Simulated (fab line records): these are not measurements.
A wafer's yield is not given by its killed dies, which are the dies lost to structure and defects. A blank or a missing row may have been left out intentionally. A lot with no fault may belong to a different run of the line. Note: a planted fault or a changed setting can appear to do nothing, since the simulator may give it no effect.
Struck lot and sound lot, side by side | flow nand harc | 18 steps out of a route of 1159
Sound: these wafers, L258.1, L258.4, L258.6. Struck: wafer L268.4 (left out: L268.1, L268.2 of the same lot, which were not struck); the cause appears at the end.
Each step with rows lists, per side, the tool, then ch with its chambers, then its first start. Under that, the readings that differ: sound wafers | struck wafers | difference of the means | sigmas: that difference in standard deviations of wafers without a fault.
alike: readings whose means differ by less than 2 such deviations, and words and numbers that are the same on both sides. not compared: withheld readings, readings that some wafer has no value for, bounds like >300 that may hide the same value, and numbers for which the record gives no deviation and whose values overlap.
Wherever a step has rows on one side only, a row that says differs or no value, or a row with sigmas, the two part there. Numbers that have no deviation but don't overlap get no sigmas and don't part them. Lack of a reading on every wafer of one side parts them only where that side has two or more wafers.

NHARC_P_M2_ETCH_35: etches the open film in N2/H2, target depth 40 nm, overetch 12 nm, time 43.94 s.
  sound on rie diel-02 ch 0,1,2, day 6 19:22; struck on rie diel-06 ch 0, day 9 09:26
  reading                | sound                | struck | difference | sigmas
  throttle valve pct (%) | 14.166 14.178 14.171 | 14.191 | +0.019     | +2
  alike: drypump motor current A, oes product au, rf vpp V, showerhead plenum p Torr
  not compared: rf hours counter h
then, 1 step without rows for these wafers: NHARC_P_M2_ETCH_15 (etches the open film in C4F8/Ar, target depth 182.5 nm, time 91.2 s).
NHARC_P_M2_CD_MEAS_16:
  sound on cd sem-02, day 6 19:35; struck on cd sem-01, day 9 09:41
  alike: cd nm
then, 1 step without rows for these wafers: NHARC_P_M2_STRIP_18 (strips in N2/H2).
NHARC_P_M2_ETCH_28: etches the open film in CF4/N2, target depth 30 nm, time 72.99 s.
  sound on rie diel-06 ch 1,2,3; struck on rie diel-11 ch 2
  alike: drypump motor current A, oes product au, rf vpp V, showerhead plenum p Torr, throttle valve pct
  not compared: rf hours counter h
then, 1 step without rows for these wafers: NHARC_P_M2_STRIP_19 (strips in post etch residue remover, time 600 s).
NHARC_P_M2_DEGAS_29: time 60 s.
  sound on pvd sputter-03, day 6 20:23; struck on pvd sputter-01, day 9 10:24
  alike: heater power w, susceptor temp C
then, 2 steps without rows for these wafers: NHARC_P_M2_PRE_CLEAN_30 (time 30 s); NHARC_P_M2_PVD_20 (deposits TaN, target thk 5 nm, time 8.06 s).
NHARC_P_M2_PVD_21: deposits Cu, target thk 30 nm, time 20.49 s.
  sound on pvd sputter-03; struck on pvd sputter-01
  alike: throttle valve pct
then, 2 steps without rows for these wafers: NHARC_P_M2_ECD_22 (material Cu, target thk 400 nm); NHARC_P_M2_ANNEAL_31 (time 90 s).
NHARC_P_M2_CMP_23: polishes, t overpolish 20 s, target thk 144.3 nm.
  sound on cmp-03 ch 0,1,2, day 6 21:31; struck on cmp-03 ch 2, day 9 11:29
  reading                | sound    | struck | difference | sigmas
  time to endpoint s (s) | 30 27 26 | 37     | +9         | +3
  alike: edge zone pressure frac, motor current A, slurry filter dp kPa
NHARC_P_M2_THK_MEAS_24: measures by xrf.
  sound on film metro-01, day 6 21:47; struck on film metro-01, day 9 11:47
  reading     | sound             | struck | difference | sigmas
  thk nm (nm) | 145.1 145.4 142.7 | 151.4  | +7.0       | +5
following that, these wafers have no rows for 1 step: NHARC_P_M2_SRD_25.
NHARC_P_M2_INSPECT_27:
  sound on defect inspect-01, day 6 21:56; struck on defect inspect-02, day 9 11:57
  reading          | sound       | struck | difference | sigmas
  raw defect count | 255 283 245 | 4505   | +4244      | +35
NHARC_P_M2_PRE_CLEAN_32: time 12 s.
  sound on pecvd-02 ch 0,1,2, day 6 22:02; struck on pecvd-01 ch 1, day 9 12:01
  alike: heater power w, susceptor temp C
-- the record jumps here: 12 days lie between the struck wafers' starts before and after (it left off in module P_M2 and takes up again in module END, whose first step shown is number 1159 of the route) --
NHARC_END_SORT_01:
  sound on prober-01 ch 0, day 19 10:01; struck on prober-01 ch 0, day 21 21:31
  reading                  | sound          | struck | difference | sigmas
  defect limited yield (%) | 97.6 97.8 98.4 | 0      | -98        | -61
  killed at periphery      | 3 2 2          | 659    | +657       | +99 or more
  killed dies              | 16 15 11       | 677    | +663       | +60
  sort_bin_3_pct (%)       | 0 0.30 0.15    | 96.60  | +96.45     | +99 or more
  sort n pass              | 661 662 666    | 0      | -663       | -60
  sort rim yield pct (%)   | 98.1 97.2 99.1 | 0      | -98        | -38
  sort yield pct (%)       | 97.6 97.8 98.4 | 0      | -98        | -61
  alike: killed at array, killed at other, killed open, killed short, sort_bin_2_pct, sort_bin_4_pct

## WHERE THEY PART
Earliest at NHARC_P_M2_ETCH_35; latest, in this record, at NHARC_END_SORT_01.

WHY: what the simulator had put in
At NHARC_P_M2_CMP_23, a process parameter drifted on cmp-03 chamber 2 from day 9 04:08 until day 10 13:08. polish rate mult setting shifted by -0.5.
